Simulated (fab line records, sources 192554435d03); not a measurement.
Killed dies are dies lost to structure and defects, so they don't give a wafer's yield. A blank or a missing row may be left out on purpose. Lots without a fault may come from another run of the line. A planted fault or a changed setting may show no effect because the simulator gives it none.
A struck lot beside a sound one | flow n5_finfet | 18 steps out of a route of 1938
Sound: wafers L465.2, L465.4, L465.6. Struck: wafers L473.2, L473.4, L473.5. The cause comes at the end.
At each step with rows: each side's tool, then ch and its chambers, then its first start. Under that, the readings that differ: sound wafers | struck wafers | difference of the means | sigmas: that difference in standard deviations of wafers without a fault.
alike: readings whose means differ by less than 2 such deviations, and words and numbers that are the same on both sides. not compared: withheld readings, readings that some wafer has no value for, bounds like >300 that may hide the same value, and numbers for which the record gives no deviation and whose values overlap.
The two part at a step that has a row with sigmas, a row that says differs or no value, or rows on one side only. Numbers that don't overlap but have no deviation are shown without sigmas and don't part them. A reading that every wafer of one side lacks parts them only if that side has two wafers or more.

first, 3 steps without rows for these wafers: N5_HKMG_FIN_WET_ETCH_65 (etches a-Si in TMAH, stops on TiN, time 49 s, target depth 3 nm); N5_HKMG_FIN_WET_ETCH_81 (etches TiN in SC1, stops on HfO2, time 57 s, target depth 6 nm); N5_HKMG_FIN_WET_ETCH_82 (etches La2O3 in dHCl, stops on HfO2, target depth 2 nm, rinse time 30 s).
N5_HKMG_FIN_ALD_36: deposits TiN, target thk 1 nm, pulse time 1 s, purge time 3 s.
  sound on ald_metal-03 ch 0,1, day 4 04:47; struck on ald_metal-04 ch 0,2, day 6 02:56
  alike: heater_power_w, precursor_pulse_height_rel
N5_HKMG_FIN_THK_MEAS_70: measures by xrf.
  sound on film_metro-01, day 4 05:04; struck on film_metro-01, day 6 03:13
  alike: HK_THK
N5_HKMG_FIN_PWFM_ALD_03: deposits TiN, target thk 2 nm, pulse time 1 s, purge time 3 s.
  sound on ald_metal-04 ch 1,2, day 4 05:07; struck on ald_metal-01 ch 0,2, day 6 03:16
  reading                    | sound             | struck            | difference | sigmas
  precursor_pulse_height_rel | 0.943 0.980 0.976 | 1.040 1.033 1.035 | +0.070     | +3
  alike: heater_power_w
then, 6 steps without rows for these wafers: N5_HKMG_FIN_COAT_29 (time 60 s, resist thk 300 nm); N5_HKMG_FIN_COAT_30 (time 60 s, resist thk 35 nm); N5_HKMG_FIN_COAT_06 (resist thk 90 nm); N5_HKMG_FIN_EBR_08; N5_HKMG_FIN_SOFTBAKE_07 (time 60 s); N5_HKMG_FIN_EXPOSE_09 (exposes mask NWFM).
N5_HKMG_FIN_PEB_10: peb time 60 s.
  sound on litho_track-03 ch 0, day 4 05:45; struck on litho_track-03 ch 0, day 6 04:02
then, 1 step without rows for these wafers: N5_HKMG_FIN_DEVELOP_11 (develop time 30 s).
N5_HKMG_FIN_CD_MEAS_12: target cd 92.8 nm.
  sound on cd_sem-03 ch 0, day 4 05:49; struck on cd_sem-02 ch 0, day 6 04:06
  reading    | sound          | struck         | difference | sigmas
  cd_nm (nm) | 93.7 93.2 92.0 | 95.3 94.7 93.7 | +1.6       | +3
N5_HKMG_FIN_OVL_MEAS_13:
  sound on overlay-01 ch 0, day 4 05:51; struck on overlay-02 ch 0, day 6 04:08
  alike: NWFM_OVL
-- the record jumps here: 4 days lie between the struck wafers' starts before and after (it left off in module HKMG_FIN and takes up again in module BEOL_M4, whose first step shown is number 1111 of the route) --
N5_BEOL_M4_RC_MEAS_101:
  sound on prober-01 ch 0, day 8 01:58; struck on prober-01 ch 0, day 9 18:44
  reading       | sound          | struck         | difference | sigmas
  DIBL_P (mV/V) | 32.5 33.6 33.7 | 36.1 40.4 37.3 | +4.7       | +2
  SS_P (mV/dec) | 72.1 72.1 71.9 | 73.7 74.2 73.1 | +1.6       | +2
  alike: DIBL_N, IOFF_N, IOFF_P, ION_N, ION_P, SS_N, VT_N, VT_P
then, 1 step without rows for these wafers: N5_PASSIVATION_PROBE_49.

WHERE THEY PART
First at N5_HKMG_FIN_PWFM_ALD_03; last, within this record, at N5_BEOL_M4_RC_MEAS_101.

WHY: what the simulator had put in
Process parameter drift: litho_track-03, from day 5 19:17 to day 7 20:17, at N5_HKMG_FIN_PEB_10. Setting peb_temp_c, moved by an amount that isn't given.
